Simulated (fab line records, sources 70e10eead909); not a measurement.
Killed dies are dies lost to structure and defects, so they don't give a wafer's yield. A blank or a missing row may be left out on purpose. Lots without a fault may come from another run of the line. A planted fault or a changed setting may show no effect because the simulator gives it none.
A struck lot beside a sound one | flow nand_harc | 15 steps out of a route of 1159
Sound: wafers L169.2, L169.5, L169.6. Struck: wafers L172.1, L172.2, L172.3. The cause comes at the end.
At each step with rows: each side's tool, then ch and its chambers, then its first start. Under that, the readings that differ: sound wafers | struck wafers | difference of the means | sigmas: that difference in standard deviations of wafers without a fault.
alike: readings whose means differ by less than 2 such deviations, and words and numbers that are the same on both sides. not compared: withheld readings, readings that some wafer has no value for, bounds like >300 that may hide the same value, and numbers for which the record gives no deviation and whose values overlap.
The two part at a step that has a row with sigmas, a row that says differs or no value, or rows on one side only. Numbers that don't overlap but have no deviation are shown without sigmas and don't part them. A reading that every wafer of one side lacks parts them only if that side has two wafers or more.

NHARC_P_BONDPAD_CD_MEAS_09: target cd 500 nm.
  sound on cd_sem-01 ch 0, day 6 22:04; struck on cd_sem-01 ch 0, day 7 13:26
  alike: cd_nm
NHARC_P_BONDPAD_OVL_MEAS_38:
  sound on overlay-01, day 6 22:09; struck on overlay-01, day 7 13:31
  alike: overlay_x_nm, overlay_y_nm
then, 1 step without rows for these wafers: NHARC_P_BONDPAD_HARDBAKE_10 (time 65 s).
NHARC_P_BONDPAD_DESCUM_11: chemistry O2, time 3 s.
  sound on rie_diel-08 ch 0,1,3, day 6 22:17; struck on rie_diel-08 ch 0,2,3, day 7 13:38
  alike: chamber_pressure_mTorr, drypump_motor_current_A, oes_product_au, rf_vpp_V, showerhead_plenum_p_Torr, throttle_valve_pct
  not compared: rf_hours_counter_h
then, 1 step without rows for these wafers: NHARC_P_BONDPAD_ETCH_37 (etches the open film in N2/H2, target depth 60 nm, overetch 18 nm, time 65.91 s).
NHARC_P_BONDPAD_ETCH_12: etches the open film in CHF3/O2, target depth 200 nm, time 100 s.
  sound on rie_diel-08 ch 0,3; struck on rie_diel-08 ch 1,2,3
  alike: chamber_pressure_mTorr, drypump_motor_current_A, oes_product_au, rf_vpp_V, showerhead_plenum_p_Torr, throttle_valve_pct
  not compared: rf_hours_counter_h
NHARC_P_BONDPAD_CD_MEAS_13:
  sound on cd_sem-03, day 6 22:35; struck on cd_sem-03, day 7 13:58
  alike: cd_nm
NHARC_P_BONDPAD_STRIP_15: strips in O2.
  sound on rie_diel-08 ch 2,3, day 6 22:41; struck on rie_diel-09 ch 0,1,2, day 7 14:03
  reading                         | sound          | struck         | difference | sigmas
  showerhead_plenum_p_Torr (Torr) | 3.65 3.76 3.65 | 3.29 3.58 3.38 | -0.27      | -2
  alike: chamber_pressure_mTorr, drypump_motor_current_A, oes_product_au, rf_vpp_V, throttle_valve_pct
  not compared: rf_hours_counter_h
then, 2 steps without rows for these wafers: NHARC_P_BONDPAD_ETCH_24 (etches the open film in CF4/N2, target depth 30 nm, time 72.99 s); NHARC_P_BONDPAD_STRIP_16 (strips in post etch residue remover, time 600 s).
NHARC_P_BONDPAD_DEGAS_25: time 60 s.
  sound on pvd_sputter-01, day 6 23:14; struck on pvd_sputter-03, day 7 14:43
  alike: heater_power_w
NHARC_P_BONDPAD_PRE_CLEAN_26: time 30 s.
  sound on pvd_sputter-01; struck on pvd_sputter-03
  alike: heater_power_w
NHARC_P_BONDPAD_PVD_17: deposits TaN, target thk 5 nm, time 8.06 s.
  sound on pvd_sputter-01, day 6 23:24; struck on pvd_sputter-03, day 7 15:07
  alike: throttle_valve_pct
then, 1 step without rows for these wafers: NHARC_P_BONDPAD_PVD_27 (deposits Cu, target thk 30 nm, time 20.49 s).
-- the record jumps here: 14 days lie between the struck wafers' starts before and after (it left off in module P_BONDPAD and takes up again in module END, whose first step shown is number 1159 of the route) --
NHARC_END_SORT_01:
  sound on prober-02 ch 0, day 21 05:02; struck on prober-01 ch 0, day 21 21:18
  alike: defect_limited_yield, killed_at_array, killed_at_other, killed_at_periphery, killed_dies, killed_open, killed_short, sort_bin_2_pct, sort_bin_3_pct, sort_bin_4_pct, sort_n_pass, sort_rim_yield_pct, sort_yield_pct

WHERE THEY PART
Only at NHARC_P_BONDPAD_STRIP_15, within this record. Later steps at which nothing parts them and some readings are alike: NHARC_P_BONDPAD_DEGAS_25, NHARC_P_BONDPAD_PRE_CLEAN_26, NHARC_P_BONDPAD_PVD_17, NHARC_END_SORT_01.

WHY: what the simulator had put in
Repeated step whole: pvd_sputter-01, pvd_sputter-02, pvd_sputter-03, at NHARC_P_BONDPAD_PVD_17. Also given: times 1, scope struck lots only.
